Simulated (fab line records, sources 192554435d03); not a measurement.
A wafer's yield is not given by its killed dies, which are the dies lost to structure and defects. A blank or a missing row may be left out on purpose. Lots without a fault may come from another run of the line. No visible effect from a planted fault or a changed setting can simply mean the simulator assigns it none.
Split-lot trial || flow n5 finfet || on a route of 1938 steps: 7 lots, 21 wafers read

THE SPLIT ITSELF
At N5_BEOL_M1_TRENCH_ETCH_37 (etches SiOC in C4F6/O2, target depth 55.207 nm, time 29 s), the setting time s was moved away from the recipe's 29 s on 5 of the 21 wafers read, by -19.3% to +18.8%. The other wafers ran this setting at the recipe's value.

FROM THE SPLIT TO THE READING: what the file shows between them, 2 steps
- N5_BEOL_M1_ETCH_41: etches SiCN in CH3F/O2, target depth 31.9 nm, time 57.8 s
- N5_BEOL_M1_STRIP_97: strips in N2/H2, time 10 s

THE READING
trench depth nm, in nm, at N5_BEOL_M1_OCD_MEAS_38. On this fab line, fault-free wafers typically give 55.0 nm with a standard deviation of 1.2 nm.

{"wafer": "L074.2", "tool, chamber at the split": "rie diel-02, 2", "time s as run, s": 29, "against the recipe": "recipe", "trench depth nm, nm": 53.9, "against lot-mates on the recipe": "-"}
{"wafer": "L074.4", "tool, chamber at the split": "rie diel-02, 0", "time s as run, s": 29, "against the recipe": "recipe", "trench depth nm, nm": 54.3, "against lot-mates on the recipe": "-"}
{"wafer": "L074.6", "tool, chamber at the split": "rie diel-02, 1", "time s as run, s": 29, "against the recipe": "recipe", "trench depth nm, nm": 54.5, "against lot-mates on the recipe": "-"}
{"wafer": "L076.1", "tool, chamber at the split": "rie diel-05, 3", "time s as run, s": 29, "against the recipe": "recipe", "trench depth nm, nm": 53.7, "against lot-mates on the recipe": "-"}
{"wafer": "L076.2", "tool, chamber at the split": "rie diel-05, 1", "time s as run, s": 29, "against the recipe": "recipe", "trench depth nm, nm": 56.4, "against lot-mates on the recipe": "-"}
{"wafer": "L076.4", "tool, chamber at the split": "rie diel-05, 2", "time s as run, s": 29, "against the recipe": "recipe", "trench depth nm, nm": 54.5, "against lot-mates on the recipe": "-"}
{"wafer": "L077.1", "tool, chamber at the split": "rie diel-03, 2", "time s as run, s": 29, "against the recipe": "recipe", "trench depth nm, nm": 53.8, "against lot-mates on the recipe": "-"}
{"wafer": "L077.2", "tool, chamber at the split": "rie diel-03, 3", "time s as run, s": 29, "against the recipe": "recipe", "trench depth nm, nm": 56.7, "against lot-mates on the recipe": "-"}
{"wafer": "L077.6", "tool, chamber at the split": "rie diel-03, 2", "time s as run, s": 25.25, "against the recipe": "-12.9%", "trench depth nm, nm": 46.4, "against lot-mates on the recipe": -8.9}
{"wafer": "L085.1", "tool, chamber at the split": "rie diel-02, 0", "time s as run, s": 23.41, "against the recipe": "-19.3%", "trench depth nm, nm": 44.0, "against lot-mates on the recipe": -10.1}
{"wafer": "L085.5", "tool, chamber at the split": "rie diel-02, 3", "time s as run, s": 29, "against the recipe": "recipe", "trench depth nm, nm": 54.1, "against lot-mates on the recipe": "-"}
{"wafer": "L085.6", "tool, chamber at the split": "rie diel-02, 0", "time s as run, s": 23.41, "against the recipe": "-19.3%", "trench depth nm, nm": 43.5, "against lot-mates on the recipe": -10.6}
{"wafer": "L089.1", "tool, chamber at the split": "rie diel-05, 1", "time s as run, s": 29, "against the recipe": "recipe", "trench depth nm, nm": 56.2, "against lot-mates on the recipe": "-"}
{"wafer": "L089.3", "tool, chamber at the split": "rie diel-05, 3", "time s as run, s": 29, "against the recipe": "recipe", "trench depth nm, nm": 55.2, "against lot-mates on the recipe": "-"}
{"wafer": "L089.6", "tool, chamber at the split": "rie diel-05, 0", "time s as run, s": 29, "against the recipe": "recipe", "trench depth nm, nm": 55.8, "against lot-mates on the recipe": "-"}
{"wafer": "L095.1", "tool, chamber at the split": "rie diel-02, 1", "time s as run, s": 34.44, "against the recipe": "+18.8%", "trench depth nm, nm": 64.1, "against lot-mates on the recipe": "+9.7"}
{"wafer": "L095.2", "tool, chamber at the split": "rie diel-02, 3", "time s as run, s": 29, "against the recipe": "recipe", "trench depth nm, nm": 53.2, "against lot-mates on the recipe": "-"}
{"wafer": "L095.6", "tool, chamber at the split": "rie diel-02, 0", "time s as run, s": 29, "against the recipe": "recipe", "trench depth nm, nm": 55.5, "against lot-mates on the recipe": "-"}
{"wafer": "L096.1", "tool, chamber at the split": "rie diel-05, 3", "time s as run, s": 29, "against the recipe": "recipe", "trench depth nm, nm": 54.5, "against lot-mates on the recipe": "-"}
{"wafer": "L096.4", "tool, chamber at the split": "rie diel-05, 2", "time s as run, s": 29, "against the recipe": "recipe", "trench depth nm, nm": 56.8, "against lot-mates on the recipe": "-"}
{"wafer": "L096.5", "tool, chamber at the split": "rie diel-05, 3", "time s as run, s": 33.31, "against the recipe": "+14.9%", "trench depth nm, nm": 63.0, "against lot-mates on the recipe": "+7.4"}

FIT RESULTS
A straight line over all 21 wafers: trench depth nm changes by +0.56 nm for each +1% of time s; r = +0.98; the points scatter about the line by 1.1 nm.
The same after taking each lot's own level away (the mean of its wafers on the recipe; 21 wafers): +0.542 nm for each +1%; r = +0.98; scatter 0.97 nm.
On that fit, the largest move of time s shifts the reading by 10 nm.
Across the lots, their own levels run from 54.10 to 55.73 nm, a range of 1.4 times the standard deviation given above.
The two slopes are in agreement: the lot-to-lot level therefore moves the slope only a little.
Check: with one of the wafers moved furthest among these (-19.3%) left out of the fit, the line predicts -10.8 nm for it against its lot-mates. Against them it came out at -10.1 nm.

THE OTHER SPLITS THESE WAFERS WENT THROUGH
Note: prior to the reading, these wafers also went through further splits. Each is held against what the fit with the lots' levels taken away leaves over:
{"other split on the same wafers": "N5_HKMG_FIN_DEVELOP_48 develop time s", "wafers away from the commonest value": 7, "r with trench depth nm (lot level and that fit taken away)": "+0.21"}
{"other split on the same wafers": "N5_MOL_CONTACT_COAG_ALD_27 time s", "wafers away from the commonest value": 6, "r with trench depth nm (lot level and that fit taken away)": "+0.41"}
{"other split on the same wafers": "N5_MOL_CONTACT_COAG_PECVD_31 temp c", "wafers away from the commonest value": 8, "r with trench depth nm (lot level and that fit taken away)": -0.31}
{"other split on the same wafers": "N5_MOL_CONTACT_COAG_EXPOSE_37 dose mj", "wafers away from the commonest value": 6, "r with trench depth nm (lot level and that fit taken away)": -0.10}
{"other split on the same wafers": "N5_BEOL_M0_SAQP_ETCH_107 bias w", "wafers away from the commonest value": 4, "r with trench depth nm (lot level and that fit taken away)": -0.23}
{"other split on the same wafers": "N5_BEOL_M0_ETCH_128 source w", "wafers away from the commonest value": 5, "r with trench depth nm (lot level and that fit taken away)": "+0.12"}
{"other split on the same wafers": "N5_BEOL_M1_DESCUM_33 time s", "wafers away from the commonest value": 10, "r with trench depth nm (lot level and that fit taken away)": "+0.08"}

THE WHOLE CHAIN: every reading that the file lists as answering this split, in the file's order
{"step": "N5_BEOL_M1_TRENCH_ETCH_37", "what it does": "etches SiOC in C4F6/O2, target depth 55.207 nm, time 29 s", "reading": "BEOL_M1.feature depth nm (the simulator's own value, which no gauge read)", "change (the file's fit)": "+0.547 nm for each +1% of the setting", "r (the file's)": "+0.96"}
{"step": "N5_BEOL_M1_TRENCH_ETCH_37", "what it does": "etches SiOC in C4F6/O2, target depth 55.207 nm, time 29 s", "reading": "etch.depth nm (the simulator's own value, which no gauge read)", "change (the file's fit)": "+0.546 nm for each +1% of the setting", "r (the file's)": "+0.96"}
{"step": "N5_BEOL_M1_OCD_MEAS_38", "what it does": "", "reading": "trench depth nm", "change (the file's fit)": "+0.544 nm for each +1% of the setting", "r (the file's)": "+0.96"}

FILE'S OWN FIT
trench depth nm changes by +0.544 nm for each +1% of time s, r = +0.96.
